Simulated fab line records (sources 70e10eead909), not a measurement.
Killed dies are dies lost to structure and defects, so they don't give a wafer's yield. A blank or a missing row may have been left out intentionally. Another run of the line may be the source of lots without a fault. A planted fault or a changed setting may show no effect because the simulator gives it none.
Comparing a struck lot with a sound one || flow nandHarc || 41 out of 1159 route steps
Sound: the wafers L209.2, L209.3, L209.4. Struck: wafer L218.2. The cause is given at the end.
For every step that has rows: the tool of each side, followed by ch and its chambers, followed by its first start. Under that, the readings that differ: sound wafers || struck wafers || difference of the means || sigmas: that difference in standard deviations of wafers without a fault.
alike: same words and numbers on both sides, and readings whose means sit less than 2 such deviations apart. not compared: any withheld reading, any reading some wafer has no value for, any bound like >300 that may hide the same value, and any number with overlapping values for which the record gives no deviation.
Wherever a step has rows on one side only, a row that says differs or no value, or a row with sigmas, the two part there. Non-overlapping numbers with no deviation appear without sigmas and do not part them. A reading that every wafer of one side lacks parts them only if that side has two wafers or more.

first, 4 steps without rows for these wafers: NHARC_P_BONDPAD_PRE_CLEAN_26 (time 30 s); NHARC_P_BONDPAD_PVD_17 (deposits TaN, target thk 5 nm, time 8.06 s); NHARC_P_BONDPAD_PVD_27 (deposits Cu, target thk 30 nm, time 20.49 s); NHARC_P_BONDPAD_ECD_18 (material Cu, target thk 400 nm).
NHARC_P_BONDPAD_ANNEAL_28: time 90 s.
  sound on rtpAnneal-01 ch 0, day 6 21:16; struck on rtpAnneal-01 ch 0, day 8 21:32
  alike: annealTempCMax, wafer_temp_C_max
NHARC_P_BONDPAD_CMP_19: polishes, t overpolish 30 s, cu recess touch 16 s, target thk 160.81 nm.
  sound on cmp-03 ch 0,1,2, day 6 21:34; struck on cmp-04 ch 2, day 8 21:53
  alike: motorCurrentA, overpolishRunS
NHARC_P_BONDPAD_THK_MEAS_20: measures by xrf.
  sound on filmMetro-01, day 6 21:53; struck on filmMetro-02, day 8 22:11
  alike: thkNm
then, 1 step without rows for these wafers: NHARC_P_BONDPAD_SRD_21 (time 30 s, dry time 20 s).
NHARC_P_BONDPAD_INSPECT_23:
  sound on defectInspect-01, day 6 22:07; struck on defectInspect-01, day 8 22:25
  alike: rawDefectCount
NHARC_P_BONDPAD_ACTIVATE_29: chemistry N2, time 60 s.
  sound on rieDiel-05 ch 0,1,2, day 6 22:11; struck on rieDiel-05 ch 0, day 8 22:31
{"reading": "rfHoursCounterH (h)", "sound": "15 14 13", "struck": 2, "difference": -12, "sigmas": ""}
  alike: drypumpMotorCurrentA, oesProductAu, rfVppV, showerheadPlenumPTorr
NHARC_P_BONDPAD_PRECLEAN_30: cleans in DIW, time 300 s.
  sound on wetBench-10 ch 0,1,4, day 6 22:20; struck on wetBench-10 ch 3, day 8 22:38
then, 1 step without rows for these wafers: NHARC_P_BONDPAD_SRD_31 (time 30 s, dry time 20 s).
NHARC_A_START_INSPECT_01:
  sound on defectInspect-02, day 6 22:35; struck on defectInspect-01, day 8 22:53
  alike: rawDefectCount
then, 11 steps without rows for these wafers: NHARC_A_ZERO_WELL_PRECLEAN_00 (cleans in SPM, time 600 s); NHARC_A_ZERO_WELL_SRD_01; NHARC_A_ZERO_WELL_DEHYDRATE_02 (time 120 s); NHARC_A_ZERO_WELL_HMDS_03 (time 30 s); NHARC_A_ZERO_WELL_COAT_18 (time 65 s); NHARC_A_ZERO_WELL_COAT_04 (resist thk 600 nm); NHARC_A_ZERO_WELL_SOFTBAKE_05 (time 70 s); NHARC_A_ZERO_WELL_EBR_06; NHARC_A_ZERO_WELL_EXPOSE_07 (exposes mask A ZERO); NHARC_A_ZERO_WELL_PEB_08 (peb time 80 s); NHARC_A_ZERO_WELL_DEVELOP_09 (time 50 s).
NHARC_A_ZERO_WELL_CD_MEAS_10 targets a cd of 2000 nm.
  sound on cdSem-02 ch 0, day 6 23:29; struck on cdSem-02 ch 0, day 8 23:35
  alike: cdNm
then, 1 step without rows for these wafers: NHARC_A_ZERO_WELL_HARDBAKE_11 (time 65 s).
NHARC_A_ZERO_WELL_DESCUM_12: chemistry O2, time 3 s.
  sound on rieDiel-02 ch 0,1,2, day 6 23:39; struck on rieDiel-02 ch 1, day 8 23:46
{"reading": "rfHoursCounterH (h)", "sound": "11 12 11", "struck": 2, "difference": -9, "sigmas": ""}
  alike: drypumpMotorCurrentA, oesProductAu, rfVppV, showerheadPlenumPTorr, throttleValvePct
then, 6 steps without rows for these wafers: NHARC_A_ZERO_WELL_ETCH_19 (etches the open film in N2/H2, target depth 80 nm, overetch 24 nm, time 87.88 s); NHARC_A_ZERO_WELL_ETCH_13 (etches the open film in HBr/Cl2, target depth 120 nm, time 40.1 s); NHARC_A_ZERO_WELL_STRIP_14 (strips in SPM, time 900 s); NHARC_A_ZERO_WELL_IMPLANT_15; NHARC_A_ZERO_WELL_PRECLEAN_22 (cleans in SC1, time 60 s); NHARC_A_ZERO_WELL_SRD_23.
NHARC_A_ZERO_WELL_RTA_16: time 10 s.
  sound on rtpAnneal-01 ch 0, day 7 01:09; struck on rtpAnneal-01 ch 0, day 9 01:07
  alike: annealTempCMax, lampPowerPct, lamp_zone_7_pct, wafer_temp_C_max
NHARC_A_ZERO_WELL_INSPECT_17:
  sound on defectInspect-01, day 7 01:19; struck on defectInspect-02, day 9 01:17
  alike: rawDefectCount
then, 3 steps without rows for these wafers: NHARC_A_SOURCE_PLATE_PRECLEAN_00 (cleans in HF-LAST, time 60 s); NHARC_A_SOURCE_PLATE_SRD_01; NHARC_A_SOURCE_PLATE_OXIDE_02 (material SiO2, target thk 10 nm, ox time 1362 s).
NHARC_A_SOURCE_PLATE_THK_MEAS_09: measures by ellipsometry.
  sound on filmMetro-02, day 7 08:41; struck on filmMetro-02, day 9 08:42
{"reading": "thkNm (nm)", "sound": "8.8 9.2 9.4", "struck": 11.7, "difference": "+2.6", "sigmas": "+2"}
-- here the record skips 12 days between the struck wafers' starts before and after, leaving off in module A_SOURCE_PLATE and picking up in module THIN_TSV (first step shown: number 1101 of the route) --
NHARC_THIN_TSV_GRIND_00:
  sound on grinder-01 ch 0, day 19 06:46; struck on grinder-01 ch 0, day 21 06:44
{"reading": "hold", "sound": "- - -", "struck": "awaitDispo/2.3h/release", "difference": "no value on the sound wafers", "sigmas": ""}
  alike: motorCurrentA
NHARC_END_SORT_01:
  sound on prober-02 ch 0, day 20 06:21; struck on prober-02 ch 0, day 22 03:23
{"reading": "hold", "sound": "- - -", "struck": "awaitDispo/1.8h/release", "difference": "no value on the sound wafers", "sigmas": ""}
{"reading": "defectLimitedYield (%)", "sound": "94.7 95.1 94.8", "struck": 90.5, "difference": -4.4, "sigmas": -3}
{"reading": "killedAtArray", "sound": "34 31 32", "struck": 15, "difference": -17, "sigmas": -2}
{"reading": "killedAtPeriphery", "sound": "1 2 2", "struck": 49, "difference": "+47", "sigmas": "+21"}
{"reading": "killedDies", "sound": "36 33 35", "struck": 64, "difference": "+29", "sigmas": "+3"}
{"reading": "sort_bin_2_pct (%)", "sound": "1.6 1.6 1.0", "struck": 4.0, "difference": "+2.6", "sigmas": "+5"}
{"reading": "sort_bin_3_pct (%)", "sound": "0.30 0.30 0.15", "struck": 2.36, "difference": "+2.11", "sigmas": "+11"}
{"reading": "sortNPass", "sound": "641 644 642", "struck": 613, "difference": -29, "sigmas": -3}
{"reading": "sortRimYieldPct (%)", "sound": "95.3 96.2 99.1", "struck": 84.0, "difference": -12.9, "sigmas": -5}
{"reading": "sortYieldPct (%)", "sound": "94.7 95.1 94.8", "struck": 90.5, "difference": -4.4, "sigmas": -3}
  alike: killedAtOther, killedOpen, killedShort, sort_bin_4_pct

WHERE THEY PART
Earliest at NHARC_A_SOURCE_PLATE_THK_MEAS_09; latest, in this record, at NHARC_END_SORT_01.

WHY: the cause the simulator had injected
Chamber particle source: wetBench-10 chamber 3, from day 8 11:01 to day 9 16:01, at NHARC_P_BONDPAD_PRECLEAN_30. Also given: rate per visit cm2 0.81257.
